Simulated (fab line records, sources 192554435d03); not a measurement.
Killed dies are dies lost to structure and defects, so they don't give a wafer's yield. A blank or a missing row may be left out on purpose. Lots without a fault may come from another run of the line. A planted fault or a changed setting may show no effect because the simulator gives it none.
Split-lot experiment | flow n5_finfet | 7 lots, 21 wafers read, on a route of 1938 steps

THE SPLIT
At N5_SD_EPI_N_ETCH_35 (etches SOC in N2/H2, overetch 108 nm, time 486 s), the setting source_w was moved away from the recipe's 3000 W on 10 of the 21 wafers read, by -7.8% to +14.4%. The other wafers ran this setting at the recipe's value.

The reading is taken at the split's own step.

THE READING
rf_vpp_V, in V, at N5_SD_EPI_N_ETCH_35 (etches SOC in N2/H2, overetch 108 nm, time 486 s). Fault-free wafers of this fab line usually give 240.7 V, standard deviation 1.5 V.

wafer  | tool, chamber at the split | source_w as run, W | against the recipe | rf_vpp_V, V | against lot-mates on the recipe
L074.1 | rie_diel-04, 1             | 3433               | +14.4%             | 227.8       | -13.7
L074.2 | rie_diel-04, 2             | 3000               | recipe             | 241.5       | -
L074.5 | rie_diel-04, 0             | 3433               | +14.4%             | 229.8       | -11.7
L080.1 | rie_diel-01, 3             | 3000               | recipe             | 240.5       | -
L080.2 | rie_diel-01, 0             | 3000               | recipe             | 240.6       | -
L080.5 | rie_diel-01, 3             | 3203               | +6.8%              | 236.9       | -3.7
L081.1 | rie_diel-01, 3             | 2765               | -7.8%              | 249.2       | +7.4
L081.2 | rie_diel-01, 1             | 3000               | recipe             | 241.8       | -
L081.5 | rie_diel-01, 2             | 2765               | -7.8%              | 247.7       | +5.9
L084.1 | rie_diel-01, 3             | 2792               | -6.9%              | 248.9       | +7.7
L084.2 | rie_diel-01, 2             | 2792               | -6.9%              | 245.8       | +4.6
L084.4 | rie_diel-01, 1             | 3000               | recipe             | 241.2       | -
L086.1 | rie_diel-05, 3             | 3000               | recipe             | 241.2       | -
L086.3 | rie_diel-05, 1             | 3000               | recipe             | 239.7       | -
L086.5 | rie_diel-05, 2             | 3000               | recipe             | 238.6       | -
L087.3 | rie_diel-05, 3             | 3377               | +12.6%             | 231.7       | -10.6
L087.5 | rie_diel-05, 3             | 3000               | recipe             | 242.3       | -
L087.6 | rie_diel-05, 2             | 3377               | +12.6%             | 228.9       | -13.4
L091.4 | rie_diel-01, 0             | 3000               | recipe             | 241.7       | -
L091.5 | rie_diel-01, 1             | 3000               | recipe             | 241.5       | -
L091.6 | rie_diel-01, 2             | 2771               | -7.6%              | 247.5       | +5.9

THE FIT
A straight line over all 21 wafers: rf_vpp_V changes by -0.86 V for each +1% of source_w; r = -0.98; the points scatter about the line by 1.2 V.
The same after taking each lot's own level away (the mean of its wafers on the recipe; 21 wafers): -0.878 V for each +1%; r = -0.99; scatter 1.1 V.
On that fit, the largest move of source_w shifts the reading by 13 V.
The lots' own levels span 239.83 to 242.30 V, that is 1.6 times the standard deviation above.
So the lot-to-lot level changes the slope little: the two slopes agree.
Check: with one of the wafers moved furthest among these (+14.4%) left out of the fit, the line predicts -12.4 V for it against its lot-mates. It came out at -13.7 V against them.
Tool readings at the split's step, against how far the setting was moved: rf_vpp_V r = -0.98.

OTHER SPLITS ON THESE WAFERS
These wafers also went through other splits before the reading. Each is held against what the fit with the lots' levels taken away leaves over:
other split on the same wafers            | wafers away from the commonest value | r with rf_vpp_V (lot level and that fit taken away)
N5_WELL_APT_COAT_02 spin_rpm              | 5                                    | -0.26
N5_PMOS_HMC_CHANNEL_EPI_PEB_07 peb_time_s | 5                                    | -0.16
N5_SPACER0_ALD_00 ald_cycles              | 6                                    | -0.39
N5_SD_EPI_N_PEB_07 peb_temp_c             | 6                                    | +0.05

THE FILE'S OWN FIT
rf_vpp_V changes by -0.859 V for each +1% of source_w, r = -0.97.
